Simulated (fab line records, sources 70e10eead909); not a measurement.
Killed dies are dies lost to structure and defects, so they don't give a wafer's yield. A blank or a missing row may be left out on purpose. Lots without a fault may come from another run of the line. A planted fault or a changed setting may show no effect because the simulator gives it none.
Chamber matching | flow nand_harc | NHARC_A_STAIRCASE_DEP_280 on pecvd-03: 3 sister chambers
The step deposits SiON, target thk 30 nm. 3 wafers are shown with their chamber, then 7 later ones without.

WAFERS WITH THEIR CHAMBER
wafer  | chamber | heater_power_w (W)
L084.6 | 1       | 877
L086.3 | 2       | 576
L086.4 | 0       | 821

WAFERS WITHOUT THEIR CHAMBER
wafer  | heater_power_w (W)
L086.6 | 572
L087.2 | 620
L087.5 | 631
L087.6 | 900
L097.3 | 655
L097.4 | 930
L097.6 | 716

WHICH CHAMBER EACH WENT THROUGH
wafer  | from the rows above          | in truth
L086.6 | 2                            | 2
L087.2 | 2                            | 2
L087.5 | 2                            | 2
L087.6 | can't be placed: 1 or 0      | 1
L097.3 | can't be placed: 2 or 0      | 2
L097.4 | can't be placed: 1 or 0      | 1
L097.6 | can't be placed: 0 or 2 or 1 | 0
Placed correctly: 3 of 7. Can't be placed from these rows: 4 (the true chamber is among the candidates in 4). Placed wrongly: 0.
How it was worked out, from the rows above alone: a wafer's distance from a chamber is the root of the sum, over the readings, of the square of ((its reading less the chamber's mean) divided by the reading's scatter). The wafer belongs to the nearest chamber; if the next one is less than 2 further off, it can't be placed. A chamber's mean is the mean of its shown wafers. The scatter: with one shown wafer a chamber, the root of the mean of the squares of how far each hidden wafer lies from its nearest shown one.
